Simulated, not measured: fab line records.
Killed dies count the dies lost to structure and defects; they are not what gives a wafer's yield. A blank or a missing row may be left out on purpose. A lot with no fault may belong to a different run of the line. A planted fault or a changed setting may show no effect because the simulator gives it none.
Matching of chambers + flow nandHarc + 3 sister chambers for NHARC_A_CHANNEL_HOLE_D1_DEP_01 on pecvd-03
The step deposits SiON, target thk 140 nm. 3 wafers are shown with their chamber, then 8 later ones without.

== EACH WAFER AND ITS CHAMBER ==
| wafer  | chamber | heaterPowerW (W) |
|--------|---------|------------------|
| L646.3 | 1       | 765              |
| L649.5 | 0       | 601              |
| L650.1 | 2       | 790              |

== WAFERS WHOSE CHAMBER IS MISSING ==
| wafer  | heaterPowerW (W) |
|--------|------------------|
| L650.5 | 784              |
| L650.6 | 636              |
| L656.1 | 624              |
| L656.3 | 847              |
| L656.5 | 851              |
| L663.1 | 816              |
| L663.3 | 702              |
| L663.4 | 680              |

== EACH ONE'S CHAMBER ==
| wafer  | from the rows above          | in truth |
|--------|------------------------------|----------|
| L650.5 | can't be placed: 2 or 1      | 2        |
| L650.6 | can't be placed: 0 or 1      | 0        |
| L656.1 | 0                            | 0        |
| L656.3 | can't be placed: 2 or 1      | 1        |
| L656.5 | can't be placed: 2 or 1      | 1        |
| L663.1 | can't be placed: 2 or 1      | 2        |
| L663.3 | can't be placed: 1 or 2 or 0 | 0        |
| L663.4 | can't be placed: 0 or 1 or 2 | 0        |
Correctly placed: 1 of 8. Unplaceable from these rows: 7, with the true chamber sitting among the candidates in 7. 0 placed wrongly.
How it was worked out, from the rows above alone: a wafer's distance from a chamber is the root of the sum, over the readings, of the square of ((its reading less the chamber's mean) divided by the reading's scatter). If the next closest chamber is less than 2 further off than the closest, the wafer can't be placed; otherwise it belongs to the closest. A chamber's mean is the mean of its shown wafers. The scatter (one wafer shown for each chamber): square how far every hidden wafer sits from the nearest shown wafer, average those squares and take the square root.
